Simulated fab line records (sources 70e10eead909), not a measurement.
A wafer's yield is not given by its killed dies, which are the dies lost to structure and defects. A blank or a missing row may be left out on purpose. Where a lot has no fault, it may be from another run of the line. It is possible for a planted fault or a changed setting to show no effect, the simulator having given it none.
Chamber matching | flow nand harc | NHARC_A_BLC_STRIP_29 on rie diel-09 has 4 sister chambers
The step strips in CF4. 8 wafers are shown with their chamber, then 10 later ones without.

== WAFERS WITH THEIR CHAMBER ==
wafer  | chamber | throttle valve pct (%) | oes product au (a.u.)
L080.4 | 0       | 13.287                 | 1.019
L087.2 | 0       | 13.298                 | 1.018
L087.3 | 2       | 13.290                 | 1.014
L087.1 | 1       | 13.274                 | 0.999
L087.5 | 3       | 13.275                 | 1.009
L087.6 | 2       | 13.288                 | 1.017
L089.1 | 1       | 13.281                 | 1.013
L089.2 | 3       | 13.264                 | 1.012

== WAFERS WITH NO CHAMBER GIVEN ==
wafer  | throttle valve pct (%) | oes product au (a.u.)
L089.6 | 13.279                 | 1.040
L090.1 | 13.278                 | 1.011
L090.3 | 13.294                 | 1.002
L090.6 | 13.274                 | 1.004
L091.4 | 13.285                 | 1.016
L091.5 | 13.293                 | 1.003
L091.6 | 13.282                 | 1.006
L093.2 | 13.278                 | 1.001
L093.3 | 13.268                 | 1.014
L093.6 | 13.276                 | 1.018

== EACH ONE'S CHAMBER ==
wafer  | from the rows above               | in truth
L089.6 | can't be placed: 0 or 2 or 3 or 1 | 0
L090.1 | can't be placed: 1 or 3 or 2 or 0 | 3
L090.3 | can't be placed: 2 or 1 or 0 or 3 | 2
L090.6 | can't be placed: 1 or 3           | 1
L091.4 | can't be placed: 2 or 0 or 1      | 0
L091.5 | can't be placed: 2 or 1 or 0 or 3 | 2
L091.6 | can't be placed: 1 or 2 or 3      | 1
L093.2 | can't be placed: 1 or 3           | 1
L093.3 | can't be placed: 3 or 1           | 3
L093.6 | can't be placed: 3 or 2 or 1 or 0 | 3
Correctly placed: 0 of 10. Can't be placed from these rows: 10 (the true chamber is among the candidates in 10). 0 placed wrongly.
How it was worked out, from the rows above alone: a wafer's distance from a chamber is the root of the sum, over the readings, of the square of ((its reading less the chamber's mean) divided by the reading's scatter). If the next closest chamber is less than 2 further off than the closest, the wafer can't be placed; otherwise it belongs to the closest. For every chamber, the mean is computed from those of its wafers that are shown. How the scatter is found: for the shown wafers, subtract from each reading the mean of its chamber, square and add these, divide the total by (wafers less chambers), then take the root.
